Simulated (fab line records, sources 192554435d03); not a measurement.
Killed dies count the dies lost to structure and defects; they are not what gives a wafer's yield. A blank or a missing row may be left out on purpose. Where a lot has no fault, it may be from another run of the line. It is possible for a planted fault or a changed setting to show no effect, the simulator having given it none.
Which of the tools did it? :: flow n5-finfet :: 26 wafers from 9 lots sampled at 6 of the route's 1938 steps

WHAT EACH GAUGE READ, for each wafer
N5_FIN_CUT_OVL_MEAS_09.
lot: L292
measured: day 2 16:11
on: overlay-02
FIN_CUT_OVL (nm): 1.0 0.8 0.3

lot: L294
measured: day 3 06:01
on: overlay-01
FIN_CUT_OVL (nm): -0.2 0.1

lot: L296
measured: day 3 19:52
on: overlay-02
FIN_CUT_OVL (nm): 1.0 0.4 1.0

lot: L297
measured: day 4 02:20
on: overlay-01
FIN_CUT_OVL (nm): 1.7 2.2 0.0

lot: L298
measured: day 4 04:49
on: overlay-02
FIN_CUT_OVL (nm): 1.3 0.4 0.6

lot: L302
measured: day 5 02:08
on: overlay-01
FIN_CUT_OVL (nm): 0.6 -0.5 0.0

lot: L308
measured: day 6 15:10
on: overlay-02
FIN_CUT_OVL (nm): 0.6 1.6 1.4

lot: L309
measured: day 6 23:58
on: overlay-02
FIN_CUT_OVL (nm): -0.2 0.0 0.1

lot: L312
measured: day 8 05:25
on: overlay-01
FIN_CUT_OVL (nm): 1.3 0.1 0.1

N5_FIN_CUT_INSPECT_17: inspects for defects (brightfield).
lot: L292
measured: day 2 17:15
on: defect-inspect-01
raw-defect-count: 205 179 154

lot: L294
measured: day 3 07:05
on: defect-inspect-01
raw-defect-count: 324 361

lot: L296
measured: day 3 20:52
on: defect-inspect-02
raw-defect-count: 186 164 232

lot: L297
measured: day 4 03:28
on: defect-inspect-02
raw-defect-count: 255 306 179

lot: L298
measured: day 4 05:56
on: defect-inspect-01
raw-defect-count: 202 227 241

lot: L302
measured: day 5 03:07
on: defect-inspect-01
raw-defect-count: 190 165 219

lot: L308
measured: day 6 16:24
on: defect-inspect-02
raw-defect-count: 701 740 653

lot: L309
measured: day 7 00:59
on: defect-inspect-02
raw-defect-count: 680 634 664

lot: L312
measured: day 8 06:25
on: defect-inspect-01
raw-defect-count: 135 145 136

N5_BEOL_M4_RC_MEAS_101.
lot: L292
measured: day 8 19:13
on: prober-01
DIBL_N (mV/V): 34.9 35.2 36.4
DIBL_P (mV/V): 34.6 35.3 35.9
IOFF_N (nA/um): 0.145 0.160 0.168
IOFF_P (nA/um): 0.22 0.22 0.22
ION_N (uA/um): 661 670 669
ION_P (uA/um): 457 462 460
SS_N (mV/dec): 71.4 71.6 72.3
SS_P (mV/dec): 72.4 73.1 72.6
VT_N (mV): 249.4 245.6 247.4
VT_P (mV): -248.6 -248.3 -250.0

lot: L294
measured: day 9 18:07
on: prober-01
DIBL_N (mV/V): 34.8 36.1
DIBL_P (mV/V): 34.1 35.2
IOFF_N (nA/um): 0.124 0.143
IOFF_P (nA/um): 0.19 0.20
ION_N (uA/um): 666 660
ION_P (uA/um): 460 460
SS_N (mV/dec): 71.1 71.8
SS_P (mV/dec): 72.9 73.1
VT_N (mV): 252.0 251.5
VT_P (mV): -249.1 -249.3

lot: L296
measured: day 10 05:05
on: prober-01
DIBL_N (mV/V): 34.8 37.0 38.5
DIBL_P (mV/V): 33.1 35.7 36.5
IOFF_N (nA/um): 0.127 0.158 0.182
IOFF_P (nA/um): 0.15 0.19 0.20
ION_N (uA/um): 676 684 675
ION_P (uA/um): 453 462 454
SS_N (mV/dec): 70.1 71.7 71.5
SS_P (mV/dec): 72.5 73.2 73.5
VT_N (mV): 249.6 250.7 249.8
VT_P (mV): -256.0 -252.9 -251.3

lot: L297
measured: day 10 07:43
on: prober-02
DIBL_N (mV/V): 37.7 36.1 38.0
DIBL_P (mV/V): 38.7 36.5 38.1
IOFF_N (nA/um): 0.197 0.157 0.179
IOFF_P (nA/um): 0.25 0.22 0.23
ION_N (uA/um): 671 675 665
ION_P (uA/um): 459 459 453
SS_N (mV/dec): 72.4 71.7 72.1
SS_P (mV/dec): 73.5 74.0 73.7
VT_N (mV): 246.4 251.4 249.0
VT_P (mV): -249.8 -250.4 -251.9

lot: L298
measured: day 10 11:44
on: prober-01
DIBL_N (mV/V): 38.1 35.3 37.7
DIBL_P (mV/V): 38.0 34.2 37.6
IOFF_N (nA/um): 0.178 0.125 0.177
IOFF_P (nA/um): 0.22 0.17 0.21
ION_N (uA/um): 688 671 690
ION_P (uA/um): 468 459 464
SS_N (mV/dec): 71.8 71.0 71.1
SS_P (mV/dec): 73.3 72.6 73.1
VT_N (mV): 247.4 253.8 247.6
VT_P (mV): -249.7 -253.8 -250.1

lot: L302
measured: day 11 09:58
on: prober-01
DIBL_N (mV/V): 34.1 38.1 35.3
DIBL_P (mV/V): 33.6 39.0 34.9
IOFF_N (nA/um): 0.122 0.217 0.142
IOFF_P (nA/um): 0.16 0.26 0.18
ION_N (uA/um): 657 684 673
ION_P (uA/um): 462 466 459
SS_N (mV/dec): 71.4 72.7 71.2
SS_P (mV/dec): 72.6 74.0 73.4
VT_N (mV): 252.1 243.7 248.6
VT_P (mV): -255.5 -250.7 -252.9

lot: L308
measured: day 12 19:56
on: prober-02
DIBL_N (mV/V): 36.7 37.2 38.1
DIBL_P (mV/V): 37.7 38.2 40.4
IOFF_N (nA/um): 0.173 0.186 0.202
IOFF_P (nA/um): 0.23 0.24 0.28
ION_N (uA/um): 684 669 688
ION_P (uA/um): 470 460 475
SS_N (mV/dec): 71.7 71.4 72.0
SS_P (mV/dec): 73.8 74.2 74.6
VT_N (mV): 248.6 245.9 245.9
VT_P (mV): -248.9 -247.8 -245.5

lot: L309
measured: day 13 00:13
on: prober-02
DIBL_N (mV/V): 35.1 32.9 35.1
DIBL_P (mV/V): 36.4 34.1 37.0
IOFF_N (nA/um): 0.144 0.119 0.155
IOFF_P (nA/um): 0.21 0.18 0.22
ION_N (uA/um): 677 654 681
ION_P (uA/um): 467 453 469
SS_N (mV/dec): 70.6 70.8 71.7
SS_P (mV/dec): 73.3 72.2 73.2
VT_N (mV): 249.4 250.0 247.5
VT_P (mV): -251.5 -251.7 -249.1

lot: L312
measured: day 14 01:47
on: prober-01
DIBL_N (mV/V): 34.4 33.3 32.8
DIBL_P (mV/V): 35.1 33.1 33.0
IOFF_N (nA/um): 0.149 0.118 0.119
IOFF_P (nA/um): 0.19 0.15 0.16
ION_N (uA/um): 682 661 674
ION_P (uA/um): 466 450 462
SS_N (mV/dec): 71.6 71.0 70.4
SS_P (mV/dec): 73.0 72.6 72.9
VT_N (mV): 252.9 255.5 251.2
VT_P (mV): -249.1 -255.7 -253.9

TOOL THAT RAN EACH LOT (tool first, then ch and the chambers of the sampled wafers, then the start)
lot: L292
N5_FIN_CUT_CUT_ETCH_15: rie-si-01 ch 1,3, day 2 16:54
N5_FIN_CUT_CUT_ETCH_28: rie-si-01 ch 1,3, day 2 16:57
N5_STI_FIN_REVEAL_DENSIFY_30: rtp-anneal-01 ch 0, day 2 23:20

lot: L294
N5_FIN_CUT_CUT_ETCH_15: rie-si-01 ch 0,1, day 3 06:48
N5_FIN_CUT_CUT_ETCH_28: rie-si-01 ch 0,1, day 3 06:51
N5_STI_FIN_REVEAL_DENSIFY_30: rtp-anneal-01 ch 0, day 3 12:34

lot: L296
N5_FIN_CUT_CUT_ETCH_15: rie-si-03 ch 0,2,3, day 3 20:35
N5_FIN_CUT_CUT_ETCH_28: rie-si-03 ch 0,2,3, day 3 20:38
N5_STI_FIN_REVEAL_DENSIFY_30: rtp-anneal-01 ch 0, day 4 02:29

lot: L297
N5_FIN_CUT_CUT_ETCH_15: rie-si-05 ch 0,1, day 4 03:06
N5_FIN_CUT_CUT_ETCH_28: rie-si-05 ch 0,1, day 4 03:09
N5_STI_FIN_REVEAL_DENSIFY_30: rtp-anneal-01 ch 0, day 4 09:07

lot: L298
N5_FIN_CUT_CUT_ETCH_15: rie-si-05 ch 0,2, day 4 05:32
N5_FIN_CUT_CUT_ETCH_28: rie-si-05 ch 0,2, day 4 05:35
N5_STI_FIN_REVEAL_DENSIFY_30: rtp-anneal-02 ch 0, day 4 11:28

lot: L302
N5_FIN_CUT_CUT_ETCH_15: rie-si-05 ch 0,1,3, day 5 02:50
N5_FIN_CUT_CUT_ETCH_28: rie-si-05 ch 0,1,3, day 5 02:53
N5_STI_FIN_REVEAL_DENSIFY_30: rtp-anneal-01 ch 0, day 5 08:37

lot: L308
N5_FIN_CUT_CUT_ETCH_15: rie-si-05 ch 0,1,3, day 6 16:07
N5_FIN_CUT_CUT_ETCH_28: rie-si-05 ch 0,1,3, day 6 16:10
N5_STI_FIN_REVEAL_DENSIFY_30: rtp-anneal-01 ch 0, day 6 22:34

lot: L309
N5_FIN_CUT_CUT_ETCH_15: rie-si-05 ch 1,2,3, day 7 00:43
N5_FIN_CUT_CUT_ETCH_28: rie-si-05 ch 1,2,3, day 7 00:46
N5_STI_FIN_REVEAL_DENSIFY_30: rtp-anneal-02 ch 0, day 7 06:34

lot: L312
N5_FIN_CUT_CUT_ETCH_15: rie-si-03 ch 0,1,3, day 8 06:08
N5_FIN_CUT_CUT_ETCH_28: rie-si-03 ch 0,1,3, day 8 06:11
N5_STI_FIN_REVEAL_DENSIFY_30: rtp-anneal-01 ch 0, day 8 11:53
- N5_FIN_CUT_CUT_ETCH_15: etches Si in HBr/Cl2/O2, target depth 100 nm, bt time 10 s, time 42.4 s.
- N5_FIN_CUT_CUT_ETCH_28: etches Si in HBr/Cl2/O2, target depth 6 nm, time 2.4 s.
- N5_STI_FIN_REVEAL_DENSIFY_30

WHAT THE TOOLS THEMSELVES READ (means of the sampled wafers that have a number; where no wafer has one, the mark that the record gives instead)
N5_FIN_CUT_CUT_ETCH_15.
lot: L292
tool: rie-si-01
HBr_flow_sccm (sccm): 150.1
drypump-motor-current-A (A): 5.5
he-backside-leak-sccm (sccm): 2.5
oes-product-au (a.u.): 0.998
throttle-valve-pct (%): 36.8

lot: L294
tool: rie-si-01
HBr_flow_sccm (sccm): 150.1
drypump-motor-current-A (A): 6.0
he-backside-leak-sccm (sccm): 2.3
oes-product-au (a.u.): 0.999
throttle-valve-pct (%): 37.0

lot: L296
tool: rie-si-03
HBr_flow_sccm (sccm): 149.9
drypump-motor-current-A (A): 5.6
he-backside-leak-sccm (sccm): 2.9
oes-product-au (a.u.): 1.013
throttle-valve-pct (%): 37.1

lot: L297
tool: rie-si-05
HBr_flow_sccm (sccm): 150.4
drypump-motor-current-A (A): 5.9
he-backside-leak-sccm (sccm): 2.5
oes-product-au (a.u.): 1.014
throttle-valve-pct (%): 36.8

lot: L298
tool: rie-si-05
HBr_flow_sccm (sccm): 150.1
drypump-motor-current-A (A): 6.3
he-backside-leak-sccm (sccm): 2.6
oes-product-au (a.u.): 1.011
throttle-valve-pct (%): 36.8

lot: L302
tool: rie-si-05
HBr_flow_sccm (sccm): 149.6
drypump-motor-current-A (A): 5.9
he-backside-leak-sccm (sccm): 2.6
oes-product-au (a.u.): 1.006
throttle-valve-pct (%): 36.9

lot: L308
tool: rie-si-05
HBr_flow_sccm (sccm): 150.0
drypump-motor-current-A (A): 5.9
he-backside-leak-sccm (sccm): 2.6
oes-product-au (a.u.): 1.006
throttle-valve-pct (%): 36.9

lot: L309
tool: rie-si-05
HBr_flow_sccm (sccm): 150.4
drypump-motor-current-A (A): 5.9
he-backside-leak-sccm (sccm): 2.9
oes-product-au (a.u.): 1.003
throttle-valve-pct (%): 36.9

lot: L312
tool: rie-si-03
HBr_flow_sccm (sccm): 150.2
drypump-motor-current-A (A): 5.5
he-backside-leak-sccm (sccm): 2.8
oes-product-au (a.u.): 1.020
throttle-valve-pct (%): 37.2

N5_FIN_CUT_CUT_ETCH_28.
lot: L292
tool: rie-si-01
HBr_flow_sccm (sccm): 150.1
drypump-motor-current-A (A): 5.5
he-backside-leak-sccm (sccm): 2.4
oes-product-au (a.u.): 0.994
throttle-valve-pct (%): 36.7

lot: L294
tool: rie-si-01
HBr_flow_sccm (sccm): 150.1
drypump-motor-current-A (A): 6.0
he-backside-leak-sccm (sccm): 2.4
oes-product-au (a.u.): 1.006
throttle-valve-pct (%): 37.0

lot: L296
tool: rie-si-03
HBr_flow_sccm (sccm): 150.0
drypump-motor-current-A (A): 5.5
he-backside-leak-sccm (sccm): 2.8
oes-product-au (a.u.): 1.015
throttle-valve-pct (%): 37.1

lot: L297
tool: rie-si-05
HBr_flow_sccm (sccm): 149.7
drypump-motor-current-A (A): 5.9
he-backside-leak-sccm (sccm): 2.4
oes-product-au (a.u.): 1.013
throttle-valve-pct (%): 36.8

lot: L298
tool: rie-si-05
HBr_flow_sccm (sccm): 150.5
drypump-motor-current-A (A): 6.3
he-backside-leak-sccm (sccm): 2.7
oes-product-au (a.u.): 1.014
throttle-valve-pct (%): 36.8

lot: L302
tool: rie-si-05
HBr_flow_sccm (sccm): 150.0
drypump-motor-current-A (A): 5.9
he-backside-leak-sccm (sccm): 2.7
oes-product-au (a.u.): 1.005
throttle-valve-pct (%): 37.0

lot: L308
tool: rie-si-05
HBr_flow_sccm (sccm): 150.4
drypump-motor-current-A (A): 5.9
he-backside-leak-sccm (sccm): 2.5
oes-product-au (a.u.): 1.001
throttle-valve-pct (%): 37.0

lot: L309
tool: rie-si-05
HBr_flow_sccm (sccm): 149.8
drypump-motor-current-A (A): 5.9
he-backside-leak-sccm (sccm): 2.7
oes-product-au (a.u.): 1.003
throttle-valve-pct (%): 36.9

lot: L312
tool: rie-si-03
HBr_flow_sccm (sccm): 149.8
drypump-motor-current-A (A): 5.5
he-backside-leak-sccm (sccm): 2.9
oes-product-au (a.u.): 1.022
throttle-valve-pct (%): 37.1

N5_STI_FIN_REVEAL_DENSIFY_30.
lot: L292
tool: rtp-anneal-01
lamp-power-pct (%): 11.54
lamp_zone_1_pct (%): 11.536

lot: L294
tool: rtp-anneal-01
lamp-power-pct (%): 11.50
lamp_zone_1_pct (%): 11.527

lot: L296
tool: rtp-anneal-01
lamp-power-pct (%): 11.58
lamp_zone_1_pct (%): 11.536

lot: L297
tool: rtp-anneal-01
lamp-power-pct (%): 11.54
lamp_zone_1_pct (%): 11.520

lot: L298
tool: rtp-anneal-02
lamp-power-pct (%): 11.52
lamp_zone_1_pct (%): 11.524

lot: L302
tool: rtp-anneal-01
lamp-power-pct (%): 11.54
lamp_zone_1_pct (%): 11.515

lot: L308
tool: rtp-anneal-01
lamp-power-pct (%): 11.59
lamp_zone_1_pct (%): 11.511

lot: L309
tool: rtp-anneal-02
lamp-power-pct (%): 11.51
lamp_zone_1_pct (%): 11.488

lot: L312
tool: rtp-anneal-01
lamp-power-pct (%): 11.54
lamp_zone_1_pct (%): 11.520

THE ANSWER, worked out from the rows above alone
Rule: the lots themselves supply what counts as usual. Put in order of their means at a reading, lots are off if they are a third of the lots or fewer, leave a main group of 4 or more, and stand apart from it by a gap of 3 or more times the standard deviation of the main group's means; of several such gaps the widest counts. A main group whose means are all the same, to the digits that the tables above print for the reading, isn't used. A lot without any number at a reading at which 4 lots or more have one is off too. Any other lot the step has rows for is counted as sound. Order of review: gauges by route order, followed by the tools' own readings, for which a lot's mean as printed above is used. At the first step where some lot is off, the reading lying furthest off is the one used; lots without a number count as furthest.
Off, at N5_FIN_CUT_INSPECT_17 on raw-defect-count: L308, L309. Mean 217 and standard deviation 60 in the main group.
A tool fits if, at a process step before that reading, it ran every lot that is off, and no sound lot after the first of them. The gauges at N5_FIN_CUT_INSPECT_17 are tried like those tools. Undecided on this evidence; 2 tools fit (rie-si-05 at N5_FIN_CUT_CUT_ETCH_15 and N5_FIN_CUT_CUT_ETCH_28, defect-inspect-02 at N5_FIN_CUT_INSPECT_17).

WHAT THE SIMULATOR PUT IN
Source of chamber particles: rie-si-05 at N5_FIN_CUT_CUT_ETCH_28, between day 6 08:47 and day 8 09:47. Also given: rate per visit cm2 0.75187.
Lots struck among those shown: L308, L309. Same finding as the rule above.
